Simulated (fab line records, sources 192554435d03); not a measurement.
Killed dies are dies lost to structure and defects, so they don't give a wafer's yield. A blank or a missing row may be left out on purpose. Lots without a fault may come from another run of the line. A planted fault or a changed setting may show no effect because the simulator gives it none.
fab line records | flow n5-finfet
record lots=7 wafers=21
route steps=1938 shown BEOL_M0_CUTY@711 BEOL_M0@720 BEOL_M1@757 BEOL_M2@857 BEOL_M3@960 BEOL_M5@1142 BEOL_M6@1233
start-h: hours from the record's first day to the start of the lot's first wafer shown | wait-h: time in hours since the lot's previous step | " same as the row above | L1.1+2: a row that stands for several wafers | - no value present, or no start provided | * or withheld: withheld | < > ~ a bound
route shown NAME@n: a module of which the file shows steps, and the number in the route of the first | usual: mean/standard deviation taken from wafers without a fault | same: alike in all rows | chamber/n: place in a boat | sites: the reading at each site | _std_site: how widely they spread, as a standard deviation | _edge_site: the outer-site mean with the inner-site mean subtracted | radius-mm: how far each site lies from the wafer's centre | mask NAME#n: copy n | behind: tool/chamber where the wafer was last shaped | hold: why the lot was held/for how many hours/how that ended | device: whichever transistor did not switch (one of n, p or np) | end of line: the tests these same wafers got at the end of their route | where a step has no rows: the recipe by itself | killed: at the first sort, the dies lost to defects and structure; wafer yield is something else | map: shows each die of a wafer: x if killed, . if not, _ if none is there
set.NAME: the setting that was run; set.NAME@STEP: the one run at that earlier step | model.NAME: the simulator's own value behind a step, which no gauge read
lots where settings were altered on purpose, with a table for each step and a row for each wafer
## steps
# step N5_BEOL_M0_CUTY_DESCUM_61
# recipe chemistry=O2 time-s=7.9 source-power-w=50 bias-power-w=20 pressure-mtorr=20 rf-frequency-hz=2.712e+07 temp-c=40 resist=CAR-ArF-block o2-flow-sccm=225
# columns lot.wafer tool chamber start-h wait-h set.time-s model.CAR-ArF-block_of_BEOL_M0_CUTY_COAT_51.thk-nm
L076.2 rie-diel-05 0 120.17 0.1 7.9 144.2
L076.5 " 0 " " 7.9 144
L076.6 " 3 " " 7.9 143.6
L077.1 rie-diel-04 0 131.11 0.0 7.9 143.4
L077.2 " 3 " " 6.465 144.4
L077.4 " 2 " " 7.9 143.6
L082.1 rie-diel-06 3 172.72 0.8 7.9 143.8
L082.4 " 3 " " 7.9 144
L082.5 " 1 " " 6.907 144.6
L083.2 rie-diel-04 0 177.90 0.0 7.9 144.2
L083.3 " 2 " " 8.758 143.4
L083.5 " 2 " " 7.9 144
L090.1 rie-diel-06 1 219.76 0.0 6.911 144.6
L090.2 " 2 " " 6.911 145.2
L090.5 " 1 " " 7.9 144
L094.3 rie-diel-05 1 238.11 0.4 7.9 143.8
L094.4 " 3 " " 8.362 143.4
L094.6 " 0 " " 8.362 143.2
L096.1 rie-diel-04 3 246.25 0.0 9.6 143.2
L096.2 " 2 " " 9.6 143
L096.5 " 3 " " 7.9 143.8
# step N5_BEOL_M0_ETCH_128
# recipe chemistry=CF4/N2 target-depth-a=120 overetch-a=51 target=SiCN time-s=21.4 ion-energy-ev=150 pressure-mtorr=40 source-w=430 bias-w=70 Ar_flow_sccm=100 cf4-flow-sccm=60 n2-flow-sccm=60
# usual rf-vpp-V=383.4/1.8
# columns lot.wafer tool chamber start-h wait-h set.source-w rf-vpp-V
L076.2 rie-diel-05 1 120.88 0.0 430 384.1
L076.5 " 3 " " 430 385.4
L076.6 " 2 " " 430 378.5
L077.1 rie-diel-06 1 134.24 0.5 484.8 369.2
L077.2 " 2 " " 484.8 367.0
L077.4 " 3 " " 430 386.1
L082.1 rie-diel-04 2 173.52 0.1 430 386.3
L082.4 " 1 " " 430 384.1
L082.5 " 0 " " 430 380.2
L083.2 rie-diel-06 2 180.90 0.0 504.9 361.4
L083.3 " 3 " " 430 383.7
L083.5 " 2 " " 430 382.0
L090.1 rie-diel-06 1 220.57 0.0 430 383.7
L090.2 " 3 " " 395.1 395.1
L090.5 " 2 " " 395.1 392.1
L094.3 rie-diel-06 3 239.12 0.4 430 384.0
L094.4 " 0 " " 430 384.0
L094.6 " 1 " " 462.1 375.8
L096.1 rie-diel-06 2 249.02 0.0 430 381.6
L096.2 " 3 " " 430 384.4
L096.5 " 1 " " 430 386.1
# step N5_BEOL_M1_COAT_73
# recipe resist=underlayer temp-c=205 time-s=60 spin-rpm=1500 resist-thk-nm=5
# columns lot.wafer tool chamber start-h wait-h set.spin-rpm
L076.2+5+6 litho-track-05 0 - - 1500
L077.1+2 litho-track-03 0 - - 1500
L077.4 " 0 " " 1392
L082.1 litho-track-04 0 - - 1500
L082.4+5 " 0 " " 1334
L083.2+3+5 litho-track-03 0 - - 1500
L090.1+2 litho-track-04 0 - - 1500
L090.5 " 0 " " 1457
L094.3 litho-track-04 0 - - 1500
L094.4+6 " 0 " " 1344
L096.1 litho-track-03 0 - - 1500
L096.2+5 " 0 " " 1398
# step N5_BEOL_M1_COAT_05
# recipe resist=CAR-EUV spin-rpm=1500 resist-thk-nm=30
# step N5_BEOL_M1_EBR_07
# recipe solvent=PGMEA ebr-width-mm=1.5
# step N5_BEOL_M1_DESCUM_16
# recipe chemistry=O2 time-s=7 source-power-w=50 bias-power-w=20 pressure-mtorr=20 rf-frequency-hz=2.712e+07 temp-c=40 resist=CAR-EUV o2-flow-sccm=225
# step N5_BEOL_M1_ETCH_74
# recipe chemistry=N2/H2 target=underlayer target-depth-a=65 mask-material=CAR-EUV time-s=5.2 ion-energy-ev=200 pressure-mtorr=30 source-w=840 bias-w=150 n2-flow-sccm=200 h2-flow-sccm=200 ends=cleared
# columns lot.wafer tool chamber start-h wait-h set.spin-rpm@BEOL_M1_COAT_73 model.CAR-EUV_of_BEOL_M1_COAT_05.thk-nm model.etch.depth-nm
L076.2 rie-diel-03 2 128.40 0.0 1500 20.4 5.004
L076.5 " 3 " " 1500 20.2 5.004
L076.6 " 0 " " 1500 20.2 5.002
L077.1 rie-diel-01 3 144.04 0.0 1500 20.2 5.007
L077.2 " 0 " " 1500 20.4 5.017
L077.4 " 1 " " 1392 20.2 5.22
L082.1 rie-diel-02 0 178.13 0.0 1500 20.4 5.004
L082.4 " 3 " " 1334 20 5.295
L082.5 " 2 " " 1334 20 5.311
L083.2 rie-diel-03 0 185.96 0.0 1500 20.2 5.022
L083.3 " 3 " " 1500 20.2 5.015
L083.5 " 3 " " 1500 20.2 5.018
L090.1 rie-diel-01 3 227.10 0.0 1500 20.4 5.007
L090.2 " 2 " " 1500 20.6 5.01
L090.5 " 2 " " 1457 20.4 5.068
L094.3 rie-diel-03 3 245.05 0.0 1500 20.4 5.017
L094.4+6 " 0 " " 1344 20 5.293
L096.1 rie-diel-02 1 253.39 0.0 1500 20.2 5.003
L096.2 " 2 " " 1398 20 5.197
L096.5 " 3 " " 1398 20 5.179
# step N5_BEOL_M2_DESCUM_16
# recipe chemistry=O2 time-s=7 source-power-w=50 bias-power-w=20 pressure-mtorr=20 rf-frequency-hz=2.712e+07 temp-c=40 resist=CAR-EUV o2-flow-sccm=225
# columns lot.wafer tool chamber start-h wait-h set.time-s model.CAR-EUV_of_BEOL_M2_COAT_05.thk-nm
L076.2 rie-diel-04 3 151.17 0.0 7 26
L076.5+6 " 2,3 " " 7 26.2
L077.1 rie-diel-04 1 154.76 0.0 7 26.2
L077.2+4 " 2,0 " " 5.796 26.8
L082.1 rie-diel-06 1 190.91 0.2 7 26
L082.4+5 " 2,3 " " 7 26.2
L083.2+3 rie-diel-05 3,2 195.12 0.0 7 26
L083.5 " 2 " " 6.539 26.2
L090.1+2 rie-diel-06 3,2 241.92 0.2 7 26
L090.5 " 0 " " 7 26.2
L094.3+4 rie-diel-04 3,0 263.49 0.1 5.435 26.8
L094.6 " 1 " " 7 26
L096.1+5 rie-diel-06 1 266.78 0.3 7.824 25.8
L096.2 " 0 " " 7 26.2
# step N5_BEOL_M2_COAT_67
# recipe resist=SOC temp-c=250 time-s=60 spin-rpm=1500 resist-thk-nm=60
# columns lot.wafer tool chamber start-h wait-h set.spin-rpm model.SOC_of_BEOL_M2_COAT_67.thk-nm
L076.2 litho-track-01 0 151.64 0.0 1500 59.6
L076.5+6 " 0 " " 1500 59.8
L077.1+4 litho-track-03 0 155.26 0.0 1500 60
L077.2 " 0 " " 1648 57.4
L082.1+4 litho-track-03 0 191.40 0.0 1592 58.2
L082.5 " 0 " " 1500 60.2
L083.2 litho-track-01 0 195.59 0.0 1587 58.4
L083.3 " 0 " " 1500 60.2
L083.5 " 0 " " 1500 60
L090.1 litho-track-02 0 242.43 0.0 1338 63.8
L090.2 " 0 " " 1500 60
L090.5 " 0 " " 1338 63.6
L094.3+4+6 litho-track-02 0 263.98 0.0 1500 60
L096.1+5 litho-track-03 0 267.25 0.0 1500 60.2
L096.2 " 0 " " 1435 61.4
# step N5_BEOL_M2_COAT_68
# recipe resist=SiARC temp-c=220 time-s=60 spin-rpm=1500 resist-thk-nm=12
# step N5_BEOL_M2_COAT_76
# recipe resist=underlayer temp-c=205 time-s=60 spin-rpm=1500 resist-thk-nm=5
# step N5_BEOL_M2_ALD_98
# recipe material=SiO2 target-thk-a=25 temp-c=100 ald-precursor-family=BDEAS ald-co-reactant=O2-plasma pulse-time-s=1 co-reactant-pulse-time-s=1 purge-time-s=2 co-reactant-purge-time-s=2 ald-cycles=17 pressure-torr=2
# step N5_BEOL_M2_ETCHBACK_99
# recipe chemistry=CHF3 target=SiO2 target-depth-a=50 time-s=10.4 source-w=215 bias-w=47 Ar_flow_sccm=200 CHF3_flow_sccm=12 ion-energy-ev=100 pressure-mtorr=30
# step N5_BEOL_M2_ETCH_70
# recipe chemistry=N2/H2 target=SOC target-depth-a=800 overetch-a=240 mask-material=SiARC temp-c=40 time-s=130 ion-energy-ev=200 pressure-mtorr=30 source-w=840 bias-w=150 n2-flow-sccm=200 h2-flow-sccm=200
# columns lot.wafer tool chamber start-h wait-h set.spin-rpm@BEOL_M2_COAT_67 model.etch.depth-nm
L076.2 rie-diel-05 1 164.15 0.0 1500 59.62
L076.5 " 1 " " 1500 59.87
L076.6 " 0 " " 1500 59.81
L077.1 rie-diel-04 0 164.42 0.0 1500 59.91
L077.2 " 3 " " 1648 57.31
L077.4 " 1 " " 1500 60.06
L082.1 rie-diel-05 2 197.25 0.0 1592 58.27
L082.4 " 0 " " 1592 58.28
L082.5 " 2 " " 1500 60.13
L083.2 rie-diel-04 2 200.44 0.0 1587 58.48
L083.3 " 1 " " 1500 60.11
L083.5 " 2 " " 1500 60.07
L090.1 rie-diel-04 0 243.67 0.0 1338 63.75
L090.2 " 3 " " 1500 60.02
L090.5 " 0 " " 1338 63.53
L094.3 rie-diel-06 0 265.49 0.0 1500 60.09
L094.4 " 1 " " 1500 59.95
L094.6 " 2 " " 1500 60.07
L096.1 rie-diel-05 1 268.88 0.0 1500 60.26
L096.2 " 3 " " 1435 61.38
L096.5 " 3 " " 1500 60.23
# step N5_BEOL_M2_STRIP_71
# recipe chemistry=N2/H2 temp-c=40 n2-flow-sccm=200 h2-flow-sccm=200 rf-frequency-hz=6e+07
# step N5_BEOL_M2_STRIP_78
# recipe chemistry=N2/H2 temp-c=40 n2-flow-sccm=200 h2-flow-sccm=200 rf-frequency-hz=6e+07
# step N5_BEOL_M2_VIA_ETCH_34
# recipe chemistry=C4F6/O2 target-depth-a=694 mask-material=SOC pressure-mtorr=15 ion-energy-ev=250 taper-deg=4 time-s=65.9 source-w=350 bias-w=170 Ar_flow_sccm=300 C4F6_flow_sccm=10 O2_flow_sccm=10
# columns lot.wafer tool chamber start-h wait-h set.spin-rpm@BEOL_M2_COAT_67 model.SOC_of_BEOL_M2_COAT_67.thk-nm
L076.2 rie-diel-05 1 164.26 0.0 1500 51.2
L076.5 " 1 " " 1500 51.6
L076.6 " 0 " " 1500 51.8
L077.1 rie-diel-04 0 164.53 0.0 1500 51.4
L077.2 " 3 " " 1648 49
L077.4 " 1 " " 1500 52
L082.1 rie-diel-05 2 197.35 0.0 1592 50
L082.4 " 0 " " 1592 50.2
L082.5 " 2 " " 1500 52
L083.2 rie-diel-04 2 200.55 0.0 1587 50
L083.3 " 1 " " 1500 52.2
L083.5 " 2 " " 1500 51.6
L090.1 rie-diel-04 0 243.78 0.0 1338 55.2
L090.2 " 3 " " 1500 51.8
L090.5 " 0 " " 1338 55
L094.3 rie-diel-06 0 265.60 0.0 1500 52
L094.4 " 1 " " 1500 51.6
L094.6 " 2 " " 1500 52.2
L096.1 rie-diel-05 1 268.99 0.0 1500 51.8
L096.2 " 3 " " 1435 53.4
L096.5 " 3 " " 1500 52.2
# step N5_BEOL_M3_COAT_22
# recipe resist=CAR-EUV spin-rpm=1500 resist-thk-nm=30
# columns lot.wafer tool chamber start-h wait-h set.spin-rpm model.CAR-EUV_of_BEOL_M3_COAT_22.thk-nm
L076.2+5+6 litho-track-01 0 - - 1500 30.2
L077.1+4 litho-track-04 0 - - 1500 30
L077.2 " 0 " " 1622 28.8
L082.1 litho-track-01 0 - - 1500 30
L082.4+5 " 0 " " 1557 29.4
L083.2+3+5 litho-track-04 0 - - 1500 30
L090.1 litho-track-05 0 - - 1443 30.4
L090.2+5 " 0 " " 1443 30.6
L094.3+4 litho-track-05 0 - - 1652 28.6
L094.6 " 0 " " 1500 30
L096.1 litho-track-01 0 - - 1654 28.6
L096.2 " 0 " " 1500 29.8
L096.5 " 0 " " 1500 30
# step N5_BEOL_M5_COAT_22
# recipe resist=CAR-EUV spin-rpm=1500 resist-thk-nm=30
# columns lot.wafer tool chamber start-h wait-h set.spin-rpm model.CAR-EUV_of_BEOL_M5_COAT_22.thk-nm
L076.2+6 litho-track-05 0 - - 1500 30
L076.5 " 0 " " 1500 29.8
L077.1+4 litho-track-02 0 - - 1500 30.2
L077.2 " 0 " " 1370 31.6
L082.1+4+5 litho-track-01 0 - - 1500 30
L083.2+3 litho-track-05 0 - - 1500 30
L083.5 " 0 " " 1500 29.8
L090.1 litho-track-05 0 - - 1500 30
L090.2+5 " 0 " " 1500 30.2
L094.3+4+6 litho-track-05 0 - - 1500 30
L096.1 litho-track-05 0 - - 1367 31.4
L096.2+5 " 0 " " 1500 30
# step N5_BEOL_M5_EBR_24
# recipe solvent=PGMEA ebr-width-mm=1.5
# step N5_BEOL_M5_SOFTBAKE_23
# recipe temp-c=110 time-s=60 resist=CAR-EUV
# step N5_BEOL_M5_EXPOSE_25
# recipe mask-id=V4 na=0.33 source-shape=quasar sigma-inner=0.2 sigma-outer=0.6 polarization=unpolarized defocus-nm=10 dose-mj=52.75
# step N5_BEOL_M5_PEB_26
# recipe peb-temp-c=100 peb-time-s=60 resist=CAR-EUV
# step N5_BEOL_M5_DEVELOP_27
# recipe develop-time-s=30 developer=TMAH resist=CAR-EUV rinse-liquid=surfactant-rinse dry=air-spin dev-temp-c=23
# columns lot.wafer tool chamber start-h wait-h set.spin-rpm@BEOL_M5_COAT_22 model.CAR-EUV_of_BEOL_M5_COAT_22.thk-nm
L076.2 litho-track-05 0 - - 1500 29.6
L076.5+6 " 0 " " 1500 29.4
L077.1 litho-track-02 0 - - 1500 29.6
L077.2 " 0 " " 1370 31.2
L077.4 " 0 " " 1500 29.8
L082.1+4+5 litho-track-02 0 - - 1500 29.6
L083.2+3+5 litho-track-02 0 - - 1500 29.4
L090.1 litho-track-02 0 - - 1500 29.4
L090.2+5 " 0 " " 1500 29.6
L094.3+4+6 litho-track-05 0 - - 1500 29.6
L096.1 litho-track-05 0 - - 1367 31
L096.2+5 " 0 " " 1500 29.4
# step N5_BEOL_M5_DESCUM_33
# recipe chemistry=O2 time-s=7 source-power-w=50 bias-power-w=20 pressure-mtorr=20 rf-frequency-hz=2.712e+07 temp-c=40 resist=CAR-EUV o2-flow-sccm=225
# columns lot.wafer tool chamber start-h wait-h set.spin-rpm@BEOL_M5_COAT_22 model.CAR-EUV_of_BEOL_M5_COAT_22.thk-nm
L076.2+5+6 rie-diel-03 1,3,0 199.81 0.0 1500 26
L077.1 rie-diel-02 0 205.08 0.0 1500 26.2
L077.2 " 1 " " 1370 27.6
L077.4 " 2 " " 1500 26.4
L082.1+4+5 rie-diel-01 3,0,1 230.45 1.1 1500 26
L083.2+3+5 rie-diel-01 0,1,2 242.34 0.0 1500 26
L090.1 rie-diel-02 3 278.33 0.2 1500 26
L090.2+5 " 0,2 " " 1500 26.2
L094.3+4+6 rie-diel-02 2,3,0 299.23 0.3 1500 26.2
L096.1 rie-diel-01 2 302.86 0.2 1367 27.6
L096.2 " 0 " " 1500 26
L096.5 " 3 " " 1500 25.8
# step N5_BEOL_M5_TRENCH_ETCH_37
# recipe chemistry=C4F6/O2 target-depth-a=716.52 target=SiCOH_lowk time-s=24.7 ion-energy-ev=250 pressure-mtorr=30 source-w=345 bias-w=185 Ar_flow_sccm=300 C4F6_flow_sccm=10 O2_flow_sccm=10
# usual rf-vpp-V=665/16
# columns lot.wafer tool chamber start-h wait-h set.bias-w rf-vpp-V model.etch.depth-nm model.BEOL_M5.feature-depth-nm
L076.2 rie-diel-03 1 - - 185 655 69.05 69
L076.5 " 3 " " 185 639 68.54 68.6
L076.6 " 0 " " 185 674 70.2 70.2
L077.1 rie-diel-02 0 - - 216.4 761 76.28 76.2
L077.2 " 1 " " 216.4 738 73.05 73
L077.4 " 2 " " 216.4 750 72.89 72.8
L082.1 rie-diel-01 3 - - 194.9 674 74.84 74.8
L082.4 " 0 " " 185 685 71.15 71.2
L082.5 " 1 " " 194.9 722 72.01 72
L083.2 rie-diel-01 0 - - 185 683 70.5 70.4
L083.3 " 1 " " 185 692 71.76 71.8
L083.5 " 2 " " 185 666 70.4 70.4
L090.1 rie-diel-02 3 - - 161.5 605 70.38 70.4
L090.2 " 0 " " 185 671 72.69 72.6
L090.5 " 2 " " 161.5 592 66.3 66.2
L094.3 rie-diel-02 2 - - 185 661 69.03 69
L094.4 " 3 " " 207.1 737 76.03 76
L094.6 " 0 " " 207.1 735 75.75 75.8
L096.1 rie-diel-01 2 - - 154.9 579 65.79 65.8
L096.2 " 0 " " 154.9 594 66.84 66.8
L096.5 " 3 " " 185 646 72.52 72.6
# step N5_BEOL_M5_ETCH_41
# recipe chemistry=CH3F/O2 target=SiCN target-depth-a=315 taper-deg=2 time-s=56.7 ion-energy-ev=120 mask-material=TiN pressure-mtorr=30 source-w=395 bias-w=75 Ar_flow_sccm=150 CH3F_flow_sccm=30 O2_flow_sccm=20
# columns lot.wafer tool chamber start-h wait-h set.source-w
L076.2+5+6 rie-diel-03 1,3,0 - - 395
L077.1+2+4 rie-diel-02 0,1,2 - - 395
L082.1+4+5 rie-diel-01 3,0,1 - - 395
L083.2 rie-diel-01 0 - - 418.1
L083.3+5 " 1,2 " " 395
L090.1+2+5 rie-diel-02 3,0,2 - - 395
L094.3+4 rie-diel-02 2,3 - - 365.5
L094.6 " 0 " " 395
L096.1+2+5 rie-diel-01 2,0,3 - - 395
# step N5_BEOL_M5_STRIP_91
# recipe chemistry=N2/H2 time-s=10 power-w=450 temp-c=40 pressure-mtorr=20 rf-frequency-hz=6e+07 bias-power-w=7 n2-flow-sccm=200 h2-flow-sccm=200
# step N5_BEOL_M5_OCD_MEAS_38
# usual trench-depth-nm=70.9/1.7
# columns lot.wafer tool chamber start-h wait-h set.bias-w@BEOL_M5_TRENCH_ETCH_37 trench-depth-nm
L076.2 ocd-02 - 200.24 - 185 69.2
L076.5 " - " " 185 68.6
L076.6 " - " " 185 70.7
L077.1 ocd-01 - 205.50 - 216.4 76.0
L077.2 " - " " 216.4 73.3
L077.4 " - " " 216.4 73.3
L082.1 ocd-01 - 230.87 - 194.9 74.3
L082.4 " - " " 185 70.9
L082.5 " - " " 194.9 71.9
L083.2 ocd-02 - 242.76 - 185 70.4
L083.3 " - " " 185 71.7
L083.5 " - " " 185 70.1
L090.1 ocd-01 - 278.75 - 161.5 70.4
L090.2 " - " " 185 72.8
L090.5 " - " " 161.5 65.9
L094.3 ocd-01 - 299.66 - 185 69.1
L094.4 " - " " 207.1 75.7
L094.6 " - " " 207.1 75.6
L096.1 ocd-02 - 303.28 - 154.9 64.7
L096.2 " - " " 154.9 66.8
L096.5 " - " " 185 72.5
# step N5_BEOL_M6_ETCH_66
# recipe chemistry=N2/H2 target=SOC target-depth-a=800 overetch-a=160 mask-material=SiARC temp-c=40 time-s=120 ion-energy-ev=200 pressure-mtorr=30 source-w=840 bias-w=150 n2-flow-sccm=200 h2-flow-sccm=200
# usual rf-vpp-V=525.3/2.3
# columns lot.wafer tool chamber start-h wait-h set.bias-w rf-vpp-V model.SiARC_of_BEOL_M6_COAT_64.thk-nm
L076.2 rie-diel-06 0 211.26 0.0 150 525.2 6.4
L076.5 " 3 " " 150 525.7 6.4
L076.6 " 0 " " 150 527.0 6.4
L077.1 rie-diel-04 0 216.53 0.0 150 522.2 6.4
L077.2 " 2 " " 150 527.1 6.4
L077.4 " 1 " " 150 525.8 6.8
L082.1 rie-diel-04 0 243.31 0.0 150 523.2 6.2
L082.4 " 3 " " 150 525.8 6.2
L082.5 " 0 " " 150 521.7 6.2
L083.2 rie-diel-05 1 255.11 0.0 150 525.6 6.4
L083.3 " 0 " " 150 527.7 6.6
L083.5 " 0 " " 150 527.3 6.6
L090.1 rie-diel-05 3 291.64 0.0 150 527.2 6.6
L090.2 " 0 " " 134 490.4 7.4
L090.5 " 0 " " 150 527.4 6.6
L094.3 rie-diel-06 0 311.98 0.0 150 526.8 6.4
L094.4 " 0 " " 167.5 563.6 5.6
L094.6 " 1 " " 150 526.4 6.2
L096.1 rie-diel-06 1 313.92 0.0 150 527.2 6.2
L096.2 " 3 " " 150 525.0 6.4
L096.5 " 3 " " 128.5 477.3 7.4
# step N5_BEOL_M6_ETCH_41
# recipe chemistry=CH3F/O2 target=SiCN target-depth-a=297 taper-deg=2 time-s=52 ion-energy-ev=120 mask-material=TiN pressure-mtorr=30 source-w=395 bias-w=75 Ar_flow_sccm=150 CH3F_flow_sccm=30 O2_flow_sccm=20
# columns lot.wafer tool chamber start-h wait-h set.time-s model.etch.depth-nm
L076.2 rie-diel-06 0 - - 52 19.53
L076.5 " 3 " " 52 19.62
L076.6 " 0 " " 52 19.69
L077.1 rie-diel-04 0 - - 52 19.89
L077.2 " 2 " " 52 20.04
L077.4 " 1 " " 52 19.06
L082.1 rie-diel-04 0 - - 45.78 17.14
L082.4 " 3 " " 52 19.74
L082.5 " 0 " " 52 19.61
L083.2 rie-diel-05 1 - - 47.27 18.33
L083.3 " 0 " " 52 19.45
L083.5 " 0 " " 47.27 17.79
L090.1 rie-diel-05 3 - - 52 19.23
L090.2 " 0 " " 52 19.32
L090.5 " 0 " " 52 19.27
L094.3 rie-diel-06 0 - - 52 19.43
L094.4 " 0 " " 58.05 21.66
L094.6 " 1 " " 58.05 22.82
L096.1 rie-diel-06 1 - - 52 20.69
L096.2 " 3 " " 52 19.8
L096.5 " 3 " " 52 19.81
## key
split step=N5_BEOL_M0_CUTY_DESCUM_61 setting=time-s stated=7.9 by=wafer
response step=N5_BEOL_M0_CUTY_DESCUM_61 reading=model.CAR-ArF-block_of_BEOL_M0_CUTY_COAT_51.thk-nm change=-0.0492 per=1% r=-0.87
split step=N5_BEOL_M0_ETCH_128 setting=source-w stated=430 by=wafer
response step=N5_BEOL_M0_ETCH_128 reading=rf-vpp-V change=-1.27 per=1% r=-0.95
split step=N5_BEOL_M1_COAT_73 setting=spin-rpm stated=1500 by=wafer
response step=N5_BEOL_M1_ETCH_74 reading=model.CAR-EUV_of_BEOL_M1_COAT_05.thk-nm change=+0.0325 per=1% r=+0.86
response step=N5_BEOL_M1_ETCH_74 reading=model.etch.depth-nm change=-0.0271 per=1% r=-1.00
split step=N5_BEOL_M2_DESCUM_16 setting=time-s stated=7 by=wafer
response step=N5_BEOL_M2_DESCUM_16 reading=model.CAR-EUV_of_BEOL_M2_COAT_05.thk-nm change=-0.035 per=1% r=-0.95
split step=N5_BEOL_M2_COAT_67 setting=spin-rpm stated=1500 by=wafer
response step=N5_BEOL_M2_COAT_67 reading=model.SOC_of_BEOL_M2_COAT_67.thk-nm change=-0.306 per=1% r=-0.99
response step=N5_BEOL_M2_ETCH_70 reading=model.etch.depth-nm change=-0.299 per=1% r=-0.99
response step=N5_BEOL_M2_VIA_ETCH_34 reading=model.SOC_of_BEOL_M2_COAT_67.thk-nm change=-0.299 per=1% r=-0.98
split step=N5_BEOL_M3_COAT_22 setting=spin-rpm stated=1500 by=wafer
response step=N5_BEOL_M3_COAT_22 reading=model.CAR-EUV_of_BEOL_M3_COAT_22.thk-nm change=-0.137 per=1% r=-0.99
split step=N5_BEOL_M5_COAT_22 setting=spin-rpm stated=1500 by=wafer
response step=N5_BEOL_M5_COAT_22 reading=model.CAR-EUV_of_BEOL_M5_COAT_22.thk-nm change=-0.16 per=1% r=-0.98
response step=N5_BEOL_M5_DEVELOP_27 reading=model.CAR-EUV_of_BEOL_M5_COAT_22.thk-nm change=-0.177 per=1% r=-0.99
response step=N5_BEOL_M5_DESCUM_33 reading=model.CAR-EUV_of_BEOL_M5_COAT_22.thk-nm change=-0.171 per=1% r=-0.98
split step=N5_BEOL_M5_TRENCH_ETCH_37 setting=bias-w stated=185 by=wafer
response step=N5_BEOL_M5_TRENCH_ETCH_37 reading=rf-vpp-V change=+4.78 per=1% r=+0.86
response step=N5_BEOL_M5_TRENCH_ETCH_37 reading=model.etch.depth-nm change=+0.419 per=1% r=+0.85
response step=N5_BEOL_M5_TRENCH_ETCH_37 reading=model.BEOL_M5.feature-depth-nm change=+0.421 per=1% r=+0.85
response step=N5_BEOL_M5_OCD_MEAS_38 reading=trench-depth-nm change=+0.436 per=1% r=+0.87
split step=N5_BEOL_M5_ETCH_41 setting=source-w stated=395 by=wafer
response none clear
split step=N5_BEOL_M6_ETCH_66 setting=bias-w stated=150 by=wafer
response step=N5_BEOL_M6_ETCH_66 reading=rf-vpp-V change=+3.35 per=1% r=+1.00
response step=N5_BEOL_M6_ETCH_66 reading=model.SiARC_of_BEOL_M6_COAT_64.thk-nm change=-0.0713 per=1% r=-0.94
split step=N5_BEOL_M6_ETCH_41 setting=time-s stated=52 by=wafer
response step=N5_BEOL_M6_ETCH_41 reading=model.etch.depth-nm change=+0.209 per=1% r=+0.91
